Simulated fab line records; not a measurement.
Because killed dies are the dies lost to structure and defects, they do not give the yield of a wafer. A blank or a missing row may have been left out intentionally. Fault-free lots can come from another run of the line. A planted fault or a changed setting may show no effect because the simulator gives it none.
Chamber matching ; flow nand_harc ; 3 sister chambers for NHARC_A_STAIRCASE_DEP_259 on pecvd-02
The step deposits SiON, target thk 30 nm. 3 wafers are shown with their chamber, then 8 later ones without.

EACH WAFER AND ITS CHAMBER
wafer;chamber;heater_power_w (W)
L082.2;1;841
L082.3;2;751
L085.2;0;640

WAFERS WHOSE CHAMBER IS MISSING
wafer;heater_power_w (W)
L085.3;647
L085.6;638
L090.3;704
L090.4;680
L090.5;807
L093.1;750
L093.4;691
L093.5;741

THE CHAMBER EACH PASSED THROUGH
wafer;from the rows above;in truth
L085.3;0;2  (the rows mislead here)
L085.6;0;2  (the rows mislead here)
L090.3;can't be placed: 2 or 0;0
L090.4;can't be placed: 0 or 2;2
L090.5;can't be placed: 1 or 2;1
L093.1;2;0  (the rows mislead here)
L093.4;can't be placed: 0 or 2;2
L093.5;2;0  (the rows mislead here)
Placed correctly: 0 of 8. Can't be placed from these rows: 4 (the true chamber is among the candidates in 4). Number placed wrongly: 4.
How it was worked out, from the rows above alone: a wafer's distance from a chamber is the root of the sum, over the readings, of the square of ((its reading less the chamber's mean) divided by the reading's scatter). The wafer belongs to the nearest chamber; if the next one is less than 2 further off, it can't be placed. A chamber's mean is the mean of its shown wafers. The scatter: with one shown wafer a chamber, the root of the mean of the squares of how far each hidden wafer lies from its nearest shown one.
